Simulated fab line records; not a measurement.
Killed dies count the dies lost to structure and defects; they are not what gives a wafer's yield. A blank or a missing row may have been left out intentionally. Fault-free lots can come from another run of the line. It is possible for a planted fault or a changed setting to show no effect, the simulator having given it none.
Split-lot experiment | flow n5-finfet | 21 wafers read across 7 lots, on a route 1938 steps long

## ON THE SPLIT
At N5_BEOL_M4_COAT_05 (resist thk 30 nm), the setting spin-rpm was moved away from the recipe's 1500 rpm on 7 of the 21 wafers read, by -7.5% to +8.9%. This setting was run at the recipe's value on the other wafers.

Reading taken at the split's own step.

## THE READING
CAR-EUV_of_BEOL_M4_COAT_05.thk-nm (the simulator's own value, which no gauge read), in nm, at N5_BEOL_M4_COAT_05 (resist thk 30 nm). The file gives no usual value for it. Across the 14 wafers here that went through the recipe, the average is 30.0 nm and the standard deviation 0.091 nm.

wafer  | tool, chamber at the split | spin-rpm as run, rpm | against the recipe | CAR-EUV_of_BEOL_M4_COAT_05.thk-nm, nm | against lot-mates on the recipe
L074.2 | litho-track-02, 0          | 1545                 | +3.0%              | 29.6                                  | no lot-mate on the recipe
L074.3 | litho-track-02, 0          | 1545                 | +3.0%              | 29.6                                  | no lot-mate on the recipe
L074.5 | litho-track-02, 0          | 1545                 | +3.0%              | 29.6                                  | no lot-mate on the recipe
L080.2 | litho-track-02, 0          | 1500                 | recipe             | 30                                    | -
L080.5 | litho-track-02, 0          | 1500                 | recipe             | 30.2                                  | -
L080.6 | litho-track-02, 0          | 1634                 | +8.9%              | 28.8                                  | -1.3
L082.1 | litho-track-02, 0          | 1500                 | recipe             | 30                                    | -
L082.2 | litho-track-02, 0          | 1500                 | recipe             | 30                                    | -
L082.5 | litho-track-02, 0          | 1500                 | recipe             | 30                                    | -
L084.1 | litho-track-03, 0          | 1500                 | recipe             | 30                                    | -
L084.2 | litho-track-03, 0          | 1500                 | recipe             | 30                                    | -
L084.3 | litho-track-03, 0          | 1500                 | recipe             | 30                                    | -
L087.1 | litho-track-02, 0          | 1500                 | recipe             | 30.2                                  | -
L087.3 | litho-track-02, 0          | 1588                 | +5.9%              | 29.2                                  | -0.9
L087.6 | litho-track-02, 0          | 1500                 | recipe             | 30                                    | -
L089.1 | litho-track-03, 0          | 1500                 | recipe             | 30                                    | -
L089.4 | litho-track-03, 0          | 1500                 | recipe             | 30                                    | -
L089.6 | litho-track-03, 0          | 1500                 | recipe             | 29.8                                  | -
L092.1 | litho-track-04, 0          | 1500                 | recipe             | 30                                    | -
L092.2 | litho-track-04, 0          | 1387                 | -7.5%              | 31.2                                  | +1.2
L092.4 | litho-track-04, 0          | 1387                 | -7.5%              | 31.2                                  | +1.2

FIT RESULTS
A straight line over all 21 wafers: CAR-EUV_of_BEOL_M4_COAT_05.thk-nm changes by -0.147 nm for each +1% of spin-rpm; r = -0.99; the points scatter about the line by 0.085 nm.
The same after taking each lot's own level away (the mean of its wafers on the recipe; 18 wafers): -0.154 nm for each +1%; r = -0.99; scatter 0.068 nm.
On that fit, the largest move of spin-rpm shifts the reading by 1.4 nm.
Measured against the standard deviation above, the lots' own levels, which go from 29.93 to 30.10 nm, span 1.8 times it.
Consequently the slope shifts little with the lot-to-lot level, the two slopes agreeing.
Check: with one of the wafers moved furthest among these (+8.9%) left out of the fit, the line predicts -1.41 nm for it against its lot-mates. Against them it came out at -1.3 nm.

## OTHER SPLITS APPLIED TO THESE WAFERS
Before the reading, these wafers also passed through other splits. Each is held against what the fit with the lots' levels taken away leaves over:
other split on the same wafers    | wafers away from the commonest value | r with CAR-EUV_of_BEOL_M4_COAT_05.thk-nm (lot level and that fit taken away)
N5_BEOL_M0_SAQP_COAT_34 spin-rpm  | 5                                    | -0.10
N5_BEOL_M1_COAT_05 spin-rpm       | 8                                    | -0.17
N5_BEOL_M1_EXPOSE_08 dose-mj      | 4                                    | -0.46
N5_BEOL_M2_COAT_22 spin-rpm       | 5                                    | -0.23
N5_BEOL_M3_HM_DEP_02 target-thk-a | 6                                    | -0.62
N5_BEOL_M3_COAT_73 temp-c         | 8                                    | -0.07

## FILE'S OWN FIT
CAR-EUV_of_BEOL_M4_COAT_05.thk-nm changes by -0.152 nm for each +1% of spin-rpm, r = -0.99.
